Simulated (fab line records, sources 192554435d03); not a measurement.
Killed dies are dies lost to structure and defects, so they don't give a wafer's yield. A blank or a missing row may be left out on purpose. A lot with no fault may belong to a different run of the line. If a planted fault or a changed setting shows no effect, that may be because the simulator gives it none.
Chamber matching | flow n5Finfet | 4 sister chambers for N5_MOL_CONTACT_COAG_DESCUM_88 on rieDiel-02
The step chemistry O2, time 7 s. 14 wafers are shown with their chamber, then 7 later ones without.

WAFERS PAIRED WITH THEIR CHAMBERS
wafer  | chamber | showerheadPlenumPTorr (Torr) | oesProductAu (a.u.) | throttleValvePct (%)
L078.2 | 3       | 2.13                         | 0.95                | 20.22
L078.4 | 1       | 2.16                         | 0.91                | 20.22
L078.5 | 2       | 2.16                         | 0.72                | 20.43
L079.3 | 0       | 1.99                         | 0.72                | 20.37
L079.4 | 3       | 2.13                         | 0.94                | 20.21
L079.6 | 1       | 2.15                         | 0.90                | 20.21
L081.1 | 0       | 1.99                         | 0.72                | 20.40
L081.2 | 1       | 2.15                         | 0.89                | 20.25
L081.5 | 2       | 2.16                         | 0.73                | 20.44
L090.1 | 0       | 1.98                         | 0.71                | 20.42
L090.2 | 2       | 2.15                         | 0.70                | 20.46
L090.3 | 3       | 2.12                         | 0.90                | 20.27
L090.4 | 1       | 2.15                         | 0.87                | 20.26
L090.5 | 0       | 1.98                         | 0.71                | 20.42

SIGNATURES, as means of the wafers listed above
reading               | chamber 0 | chamber 1 | chamber 2 | chamber 3 | scatter within a chamber
showerheadPlenumPTorr | 1.9850    | 2.1525    | 2.1567    | 2.1267    | 0.00555
oesProductAu          | 0.7150    | 0.8925    | 0.7167    | 0.9300    | 0.0169
throttleValvePct      | 20.4025   | 20.2350   | 20.4433   | 20.2333   | 0.0243
Rule: for each reading, subtract the chamber's mean from the wafer's reading, divide by that reading's scatter and square the result; add these up over the readings and take the root, which gives the wafer's distance from the chamber. The wafer belongs to the nearest chamber; if the next one is less than 2 further off, it can't be placed. The scatter: the root of (the sum of the squares of (reading less its chamber's mean) over the shown wafers, divided by (wafers less chambers)).

WAFERS MISSING THEIR CHAMBER
wafer  | showerheadPlenumPTorr (Torr) | oesProductAu (a.u.) | throttleValvePct (%)
L090.6 | 2.15                         | 0.87                | 20.24
L094.4 | 2.14                         | 0.85                | 20.25
L094.5 | 2.12                         | 0.88                | 20.26
L094.6 | 2.15                         | 0.70                | 20.47
L095.2 | 2.14                         | 0.84                | 20.26
L095.4 | 2.12                         | 0.87                | 20.28
L095.5 | 2.15                         | 0.71                | 20.49

WHICH CHAMBER EACH ONE RAN IN
wafer  | from the rows above     | in truth
L090.6 | 1                       | 1
L094.4 | can't be placed: 1 or 3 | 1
L094.5 | 3                       | 3
L094.6 | 2                       | 2
L095.2 | can't be placed: 1 or 3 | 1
L095.4 | 3                       | 3
L095.5 | 2                       | 2
Correctly placed: 5 of 7. Unplaceable from these rows: 2, with the true chamber sitting among the candidates in 2. 0 placed wrongly.
